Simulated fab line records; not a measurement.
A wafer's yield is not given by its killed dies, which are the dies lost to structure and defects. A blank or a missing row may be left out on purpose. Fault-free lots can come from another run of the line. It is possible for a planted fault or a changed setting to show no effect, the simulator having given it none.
Chamber matching :: flow n5_finfet :: pecvd-03 running N5_BEOL_M12_ILD_DEP_00: 3 sister chambers
The step deposits SiOC from DEMS/O2, target thk 658.92 nm, time 130.7 s. 3 wafers are shown with their chamber, then 10 later ones without.

WAFERS PAIRED WITH THEIR CHAMBERS
wafer: L081.1
chamber: 2
throttle_valve_pct (%): 10.6

wafer: L089.2
chamber: 1
throttle_valve_pct (%): 12.4

wafer: L089.5
chamber: 0
throttle_valve_pct (%): 12.5

WAFERS WITH NO CHAMBER GIVEN
wafer: L089.6
throttle_valve_pct (%): 10.7

wafer: L090.1
throttle_valve_pct (%): 10.6

wafer: L090.2
throttle_valve_pct (%): 12.3

wafer: L090.3
throttle_valve_pct (%): 12.5

wafer: L090.4
throttle_valve_pct (%): 12.5

wafer: L090.5
throttle_valve_pct (%): 12.5

wafer: L090.6
throttle_valve_pct (%): 10.4

wafer: L095.2
throttle_valve_pct (%): 12.7

wafer: L095.4
throttle_valve_pct (%): 12.4

wafer: L095.5
throttle_valve_pct (%): 12.7

WHICH CHAMBER EACH ONE RAN IN
wafer: L089.6
from the rows above: 2
in truth: 2

wafer: L090.1
from the rows above: 2
in truth: 2

wafer: L090.2
from the rows above: can't be placed: 1 or 0
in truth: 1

wafer: L090.3
from the rows above: can't be placed: 0 or 1
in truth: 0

wafer: L090.4
from the rows above: can't be placed: 0 or 1
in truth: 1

wafer: L090.5
from the rows above: can't be placed: 0 or 1
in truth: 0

wafer: L090.6
from the rows above: 2
in truth: 2

wafer: L095.2
from the rows above: can't be placed: 0 or 1
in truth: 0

wafer: L095.4
from the rows above: can't be placed: 1 or 0
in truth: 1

wafer: L095.5
from the rows above: can't be placed: 0 or 1
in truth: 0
Placed correctly: 3 of 10. Unplaceable from these rows: 7, with the true chamber sitting among the candidates in 7. 0 placed wrongly.
How it was worked out, from the rows above alone: a wafer's distance from a chamber is the root of the sum, over the readings, of the square of ((its reading less the chamber's mean) divided by the reading's scatter). The wafer belongs to the nearest chamber; if the next one is less than 2 further off, it can't be placed. The mean given for a chamber averages the wafers shown for that chamber. The scatter (one wafer shown for each chamber): square how far every hidden wafer sits from the nearest shown wafer, average those squares and take the square root.
